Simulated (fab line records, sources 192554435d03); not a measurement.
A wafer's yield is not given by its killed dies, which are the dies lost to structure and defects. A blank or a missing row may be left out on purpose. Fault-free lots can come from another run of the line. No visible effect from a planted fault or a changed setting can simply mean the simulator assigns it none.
Chamber matching    flow n5_finfet    4 sister chambers for N5_FIN_SAQP_ETCH_67 on rie_diel-03
The step etches SiNx in CH3F/O2, target depth 30 nm. 7 wafers are shown with their chamber, then 7 later ones without.

== EACH WAFER AND ITS CHAMBER ==
wafer   chamber  showerhead_plenum_p_Torr (Torr)  throttle_valve_pct (%)
L082.1  2        1.91                             16.26
L082.3  1        2.03                             16.73
L085.3  3        1.97                             16.76
L085.4  3        1.97                             16.76
L085.6  0        2.07                             16.02
L088.3  0        2.07                             16.03
L088.4  2        1.90                             16.31

== WAFERS WITHOUT THEIR CHAMBER ==
wafer   showerhead_plenum_p_Torr (Torr)  throttle_valve_pct (%)
L088.6  2.07                             16.05
L091.1  2.07                             16.04
L091.3  2.03                             16.22
L091.6  1.90                             16.32
L097.2  2.06                             16.06
L097.4  2.02                             16.24
L097.6  2.02                             16.21

== CHAMBER TAKEN BY EACH ==
wafer    from the rows above   in truth
L088.6   0                     0
L091.1   0                     0
L091.3   0                     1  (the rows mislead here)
L091.6   2                     2
L097.2   0                     0
L097.4   0                     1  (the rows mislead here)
L097.6   0                     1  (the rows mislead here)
Correct placement for 4 of the 7. Number that these rows cannot place: 0. Number placed wrongly: 3.
How it was worked out, from the rows above alone: a wafer's distance from a chamber is the root of the sum, over the readings, of the square of ((its reading less the chamber's mean) divided by the reading's scatter). If the next closest chamber is less than 2 further off than the closest, the wafer can't be placed; otherwise it belongs to the closest. The mean given for a chamber averages the wafers shown for that chamber. The scatter: the root of (the sum of the squares of (reading less its chamber's mean) over the shown wafers, divided by (wafers less chambers)).
